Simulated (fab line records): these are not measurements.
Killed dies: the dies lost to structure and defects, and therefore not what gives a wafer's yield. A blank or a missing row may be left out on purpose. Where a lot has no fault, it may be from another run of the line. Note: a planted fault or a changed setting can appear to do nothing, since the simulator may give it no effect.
Which of the tools did it? -- flow n5-finfet -- 72 wafers from 24 lots sampled at 4 of the route's 1938 steps

## WHAT THE GAUGES READ, wafer by wafer
N5_BEOL_M15_CD_MEAS_17: target cd 360 nm.
lot,measured,on,cd-nm (nm)
L075,day 12 23:20,cd-sem-02,360.8 362.1 360.0
L074,day 12 23:49,cd-sem-01,362.4 361.9 361.3
L077,day 13 23:10,cd-sem-03,360.2 361.0 361.9
L078,day 13 23:31,cd-sem-03,361.8 361.3 362.1
L079,day 14 02:10,cd-sem-01,363.4 360.0 362.1
L076,day 14 06:57,cd-sem-03,361.6 360.7 362.3
L082,day 14 07:14,cd-sem-03,364.1 365.2 362.6
L081,day 14 08:29,cd-sem-02,362.1 363.5 362.0
L080,day 14 15:40,cd-sem-03,359.2 361.4 360.4
L083,day 15 07:55,cd-sem-01,363.0 363.5 363.4
L084,day 15 14:11,cd-sem-03,362.5 361.6 361.4
L085,day 16 06:32,cd-sem-02,361.3 362.7 361.7
L086,day 16 13:32,cd-sem-01,361.9 360.4 362.0
L087,day 16 16:49,cd-sem-02,359.1 360.6 360.4
L088,day 17 13:26,cd-sem-03,359.9 362.0 360.0
L089,day 17 17:29,cd-sem-02,361.7 360.7 362.6
L094,day 18 11:21,cd-sem-03,362.2 361.7 360.8
L090,day 18 17:47,cd-sem-02,360.3 361.2 361.6
L091,day 19 02:14,cd-sem-01,359.7 360.7 359.4
L093,day 19 02:23,cd-sem-02,361.0 360.9 361.9
L092,day 19 08:19,cd-sem-01,361.7 357.7 360.8
L097,day 19 15:47,cd-sem-02,364.7 362.3 365.0
L095,day 19 15:56,cd-sem-03,361.1 363.2 362.1
L096,day 20 02:25,cd-sem-03,361.2 361.8 360.7

N5_BEOL_M15_OVL_MEAS_29.
lot,measured,on,M15_OVL (nm)
L075,day 13 00:24,overlay-02,-9 -1 -9
L074,day 13 00:43,overlay-02,-16 -5 -3
L077,day 14 00:04,overlay-02,-10 -5 -13
L078,day 14 00:35,overlay-02,-5 -7 -11
L079,day 14 03:12,overlay-01,-5 2 -1
L076,day 14 07:52,overlay-02,-9 -12 -10
L082,day 14 08:08,overlay-02,-15 -6 -4
L081,day 14 09:31,overlay-01,-7 1 -8
L080,day 14 16:46,overlay-02,-16 -14 -12
L083,day 15 08:49,overlay-02,-5 -11 4
L084,day 15 15:05,overlay-01,-7 -1 -14
L085,day 16 07:32,overlay-01,13 -9 0
L086,day 16 14:34,overlay-01,-1 3 -5
L087,day 16 17:43,overlay-02,-10 -8 -10
L088,day 17 14:28,overlay-01,-2 -6 0
L089,day 17 18:23,overlay-02,-9 -1 3
L094,day 18 12:24,overlay-01,-6 -8 -8
L090,day 18 18:50,overlay-01,-6 0 -1
L091,day 19 03:16,overlay-02,-4 1 1
L093,day 19 03:26,overlay-01,-4 -13 7
L092,day 19 09:14,overlay-02,-2 -4 -8
L097,day 19 16:41,overlay-01,-7 -13 -16
L095,day 19 16:51,overlay-02,-14 -17 -10
L096,day 20 03:31,overlay-01,-8 -13 -13

## WHAT TOOL EACH LOT RAN ON (gives the tool, then ch and the chambers of the sampled wafers, and finally the start)
lot,N5_BEOL_M15_STRIP_63,N5_BEOL_M15_ETCH_57
L075,"rie-diel-04 ch 1,2,3, day 12 23:20 or earlier","rie-diel-02 ch 1,2, day 12 23:36"
L074,"rie-diel-04 ch 1,2, day 12 23:49 or earlier","rie-diel-04 ch 0,1,2, day 12 23:55"
L077,"rie-diel-02 ch 0,1,3, day 13 23:10 or earlier","rie-diel-02 ch 0,1,3, day 13 23:30"
L078,"rie-diel-04 ch 1,2,3, day 13 23:31 or earlier","rie-diel-04 ch 1,2, day 13 23:40"
L079,"rie-diel-04 ch 1,2, day 14 02:10 or earlier","rie-diel-04 ch 1,2, day 14 02:16"
L076,"rie-diel-02 ch 1,3, day 14 06:57 or earlier","rie-diel-01 ch 1,2, day 14 07:03"
L082,"rie-diel-04 ch 1,2,3, day 14 07:14 or earlier","rie-diel-04 ch 1,2, day 14 07:20"
L081,"rie-diel-04 ch 0,1,3, day 14 08:29 or earlier","rie-diel-02 ch 0,1,2, day 14 08:35"
L080,"rie-diel-04 ch 0,3, day 14 15:40 or earlier","rie-diel-02 ch 0,2, day 14 15:58"
L083,"rie-diel-04 ch 1,2, day 15 07:55 or earlier","rie-diel-04 ch 0,2,3, day 15 08:01"
L084,"rie-diel-01 ch 0,1,2, day 15 14:11 or earlier","rie-diel-01 ch 0,1,2, day 15 14:17"
L085,"rie-diel-04 ch 0,3, day 16 06:32 or earlier","rie-diel-02 ch 1,3, day 16 06:44"
L086,"rie-diel-01 ch 2,3, day 16 13:32 or earlier","rie-diel-04 ch 0,3, day 16 13:38"
L087,"rie-diel-02 ch 1,2, day 16 16:49 or earlier","rie-diel-01 ch 0,1, day 16 16:55"
L088,"rie-diel-02 ch 0,1,2, day 17 13:26 or earlier","rie-diel-04 ch 0,2,3, day 17 13:32"
L089,"rie-diel-02 ch 1,2,3, day 17 17:29 or earlier","rie-diel-01 ch 1,3, day 17 17:35"
L094,"rie-diel-01 ch 0,2, day 18 11:21 or earlier","rie-diel-01 ch 0,2, day 18 11:28"
L090,"rie-diel-04 ch 1,2, day 18 17:47 or earlier","rie-diel-01 ch 0,2, day 18 17:53"
L091,"rie-diel-02 ch 0,2, day 19 02:14 or earlier","rie-diel-01 ch 0,2,3, day 19 02:20"
L093,"rie-diel-04 ch 1,2, day 19 02:23 or earlier","rie-diel-04 ch 1,3, day 19 02:29"
L092,"rie-diel-04 ch 0,1,3, day 19 08:19 or earlier","rie-diel-02 ch 1,2, day 19 08:26"
L097,"rie-diel-02 ch 0,1, day 19 15:47 or earlier","rie-diel-02 ch 1,3, day 19 15:53"
L095,"rie-diel-01 ch 0,1,2, day 19 15:56 or earlier","rie-diel-04 ch 2,3, day 19 16:02"
L096,"rie-diel-02 ch 2,3, day 20 02:25 or earlier","rie-diel-04 ch 0,1,3, day 20 02:35"
- N5_BEOL_M15_STRIP_63: strips in O2.
- N5_BEOL_M15_ETCH_57: etches SOC in N2/H2, time 750 s.

## AS READ BY THE TOOLS THEMSELVES (means over the sampled wafers that have a number; for cases with no such wafer, the mark the record gives instead)
N5_BEOL_M15_STRIP_63.
lot,tool,drypump-motor-current-A (A),o2-flow-sccm (sccm),oes-product-au (a.u.),rf-vpp-V (V),showerhead-plenum-p-Torr (Torr),throttle-valve-pct (%)
L075,rie-diel-04,5.7,224.5,0.79,3.5,2.13,16.61
L074,rie-diel-04,5.9,224.4,0.86,3.7,2.18,16.53
L077,rie-diel-02,5.2,225.1,0.72,3.6,2.17,16.64
L078,rie-diel-04,5.8,224.4,0.78,3.4,2.13,16.64
L079,rie-diel-04,5.9,224.1,0.84,3.3,2.17,16.55
L076,rie-diel-02,5.2,225.0,0.74,4.1,2.18,16.52
L082,rie-diel-04,5.8,224.8,0.77,3.1,2.13,16.63
L081,rie-diel-04,5.9,225.2,0.85,3.8,2.15,16.57
L080,rie-diel-04,6.0,224.1,0.84,3.7,2.12,16.66
L083,rie-diel-04,5.9,225.3,0.83,4.0,2.17,16.56
L084,rie-diel-01,5.4,225.2,0.77,3.9,2.13,16.72
L085,rie-diel-04,6.0,224.4,0.83,5.0,2.12,16.68
L086,rie-diel-01,4.7,224.5,0.71,3.4,2.13,16.71
L087,rie-diel-02,5.0,224.7,0.74,3.6,2.18,16.76
L088,rie-diel-02,5.0,225.3,0.81,3.1,2.17,16.72
L089,rie-diel-02,5.1,225.0,0.75,3.0,2.18,16.74
L094,rie-diel-01,5.2,225.3,0.69,3.9,2.11,16.86
L090,rie-diel-04,5.7,225.0,0.90,3.8,2.11,16.46
L091,rie-diel-02,4.9,224.4,0.87,4.5,2.16,16.70
L093,rie-diel-04,5.9,225.5,0.88,4.7,2.16,16.46
L092,rie-diel-04,5.9,225.4,0.80,3.5,2.14,16.64
L097,rie-diel-02,5.0,224.9,0.77,4.0,2.15,16.59
L095,rie-diel-01,5.4,224.5,0.75,3.7,2.12,16.76
L096,rie-diel-02,5.0,225.3,0.76,3.7,2.18,16.94

N5_BEOL_M15_ETCH_57.
lot,tool,drypump-motor-current-A (A),oes-product-au (a.u.),rf-vpp-V (V),showerhead-plenum-p-Torr (Torr),throttle-valve-pct (%)
L075,rie-diel-02,4.9,0.77,527.0,2.66,18.09
L074,rie-diel-04,5.9,0.86,525.1,2.61,17.70
L077,rie-diel-02,5.2,0.72,527.2,2.64,17.73
L078,rie-diel-04,5.9,0.85,525.8,2.64,17.62
L079,rie-diel-04,5.7,0.77,525.1,2.57,17.79
L076,rie-diel-01,5.5,0.86,525.3,2.57,17.84
L082,rie-diel-04,5.7,0.76,524.9,2.57,17.79
L081,rie-diel-02,4.9,0.73,527.5,2.64,18.00
L080,rie-diel-02,5.0,0.71,525.9,2.64,18.12
L083,rie-diel-04,5.7,0.77,523.7,2.54,17.83
L084,rie-diel-01,5.4,0.78,524.6,2.58,17.81
L085,rie-diel-02,5.2,0.73,525.7,2.64,17.64
L086,rie-diel-04,6.0,0.83,524.0,2.57,17.78
L087,rie-diel-01,5.7,0.82,524.9,2.61,17.78
L088,rie-diel-04,5.7,0.84,523.3,2.53,17.70
L089,rie-diel-01,5.1,0.76,525.4,2.61,17.74
L094,rie-diel-01,5.3,0.69,525.9,2.58,17.80
L090,rie-diel-01,5.2,0.70,524.0,2.55,17.89
L091,rie-diel-01,5.0,0.70,524.6,2.58,17.81
L093,rie-diel-04,5.8,0.76,524.7,2.57,17.68
L092,rie-diel-02,4.9,0.75,525.9,2.65,18.16
L097,rie-diel-02,5.4,0.73,526.2,2.64,17.65
L095,rie-diel-04,5.5,0.85,523.0,2.50,17.65
L096,rie-diel-04,5.9,0.79,524.3,2.59,17.73

## THE ANSWER, worked out from the rows above alone
Rule: the lots themselves supply what counts as usual. Put in order of their means at a reading, lots are off if they are a third of the lots or fewer, leave a main group of 4 or more, and stand apart from it by a gap of 3 or more times the standard deviation of the main group's means; of several such gaps the widest counts. Not used: any main group whose means are identical at the precision the tables above print for the reading. Also off: a lot with no number at a reading for which 4 or more lots have one. Where the step has rows for the other lots, those lots are counted as sound. The gauges are gone through in route order, then the tools' own readings, and for those a lot's mean is taken as printed above. At the first step where some lot is off, the reading lying furthest off is the one used; lots without a number count as furthest.
No lot is off at any reading shown: from this, nothing can be told.

## WHAT THE SIMULATOR PUT IN
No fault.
